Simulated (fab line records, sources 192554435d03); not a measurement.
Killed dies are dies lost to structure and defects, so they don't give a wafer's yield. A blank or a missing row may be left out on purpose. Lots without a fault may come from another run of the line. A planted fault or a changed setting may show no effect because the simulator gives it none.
Split-lot experiment | flow n5_finfet | 7 lots, 21 wafers read, on a route of 1938 steps

THE SPLIT
At N5_BEOL_M6_ETCH_41 (etches SiCN in CH3F/O2, target depth 29.7 nm, time 52 s), the setting time_s was moved away from the recipe's 52 s on 5 of the 21 wafers read, by -12.0% to +11.6%. The other wafers ran this setting at the recipe's value.

The reading is taken at the split's own step.

THE READING
etch.depth_nm (the simulator's own value, which no gauge read), in nm, at N5_BEOL_M6_ETCH_41 (etches SiCN in CH3F/O2, target depth 29.7 nm, time 52 s). The file gives no usual value for it. The 16 wafers here that ran the recipe average 19.64 nm, standard deviation 0.37 nm.

wafer  | tool, chamber at the split | time_s as run, s | against the recipe | etch.depth_nm, nm | against lot-mates on the recipe
L076.2 | rie_diel-06, 0             | 52               | recipe             | 19.53             | -
L076.5 | rie_diel-06, 3             | 52               | recipe             | 19.62             | -
L076.6 | rie_diel-06, 0             | 52               | recipe             | 19.69             | -
L077.1 | rie_diel-04, 0             | 52               | recipe             | 19.89             | -
L077.2 | rie_diel-04, 2             | 52               | recipe             | 20.04             | -
L077.4 | rie_diel-04, 1             | 52               | recipe             | 19.06             | -
L082.1 | rie_diel-04, 0             | 45.78            | -12.0%             | 17.14             | -2.53
L082.4 | rie_diel-04, 3             | 52               | recipe             | 19.74             | -
L082.5 | rie_diel-04, 0             | 52               | recipe             | 19.61             | -
L083.2 | rie_diel-05, 1             | 47.27            | -9.1%              | 18.33             | -1.12
L083.3 | rie_diel-05, 0             | 52               | recipe             | 19.45             | -
L083.5 | rie_diel-05, 0             | 47.27            | -9.1%              | 17.79             | -1.66
L090.1 | rie_diel-05, 3             | 52               | recipe             | 19.23             | -
L090.2 | rie_diel-05, 0             | 52               | recipe             | 19.32             | -
L090.5 | rie_diel-05, 0             | 52               | recipe             | 19.27             | -
L094.3 | rie_diel-06, 0             | 52               | recipe             | 19.43             | -
L094.4 | rie_diel-06, 0             | 58.05            | +11.6%             | 21.66             | +2.23
L094.6 | rie_diel-06, 1             | 58.05            | +11.6%             | 22.82             | +3.39
L096.1 | rie_diel-06, 1             | 52               | recipe             | 20.69             | -
L096.2 | rie_diel-06, 3             | 52               | recipe             | 19.8              | -
L096.5 | rie_diel-06, 3             | 52               | recipe             | 19.81             | -

THE FIT
A straight line over all 21 wafers: etch.depth_nm changes by +0.206 nm for each +1% of time_s; r = +0.94; the points scatter about the line by 0.41 nm.
The same after taking each lot's own level away (the mean of its wafers on the recipe; 21 wafers): +0.21 nm for each +1%; r = +0.95; scatter 0.37 nm.
On that fit, the largest move of time_s shifts the reading by 2.5 nm.
The lots' own levels span 19.273 to 20.100 nm, that is 2.2 times the standard deviation above.
So the lot-to-lot level changes the slope little: the two slopes agree.
Check: with one of the wafers moved furthest among these (-12.0%) left out of the fit, the line predicts -2.38 nm for it against its lot-mates. It came out at -2.53 nm against them.

OTHER SPLITS ON THESE WAFERS
These wafers also went through other splits before the reading. Each is held against what the fit with the lots' levels taken away leaves over:
other split on the same wafers   | wafers away from the commonest value | r with etch.depth_nm (lot level and that fit taken away)
N5_BEOL_M0_CUTY_DESCUM_61 time_s | 9                                    | +0.05
N5_BEOL_M0_ETCH_128 source_w     | 6                                    | +0.57
N5_BEOL_M1_COAT_73 spin_rpm      | 8                                    | +0.19
N5_BEOL_M2_DESCUM_16 time_s      | 7                                    | +0.23
N5_BEOL_M2_COAT_67 spin_rpm      | 7                                    | +0.30
N5_BEOL_M3_COAT_22 spin_rpm      | 9                                    | +0.13
N5_BEOL_M5_COAT_22 spin_rpm      | 2                                    | -0.37
N5_BEOL_M5_TRENCH_ETCH_37 bias_w | 11                                   | +0.03
N5_BEOL_M5_ETCH_41 source_w      | 3                                    | +0.36
N5_BEOL_M6_ETCH_66 bias_w        | 3                                    | +0.07

THE FILE'S OWN FIT
etch.depth_nm changes by +0.209 nm for each +1% of time_s, r = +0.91.
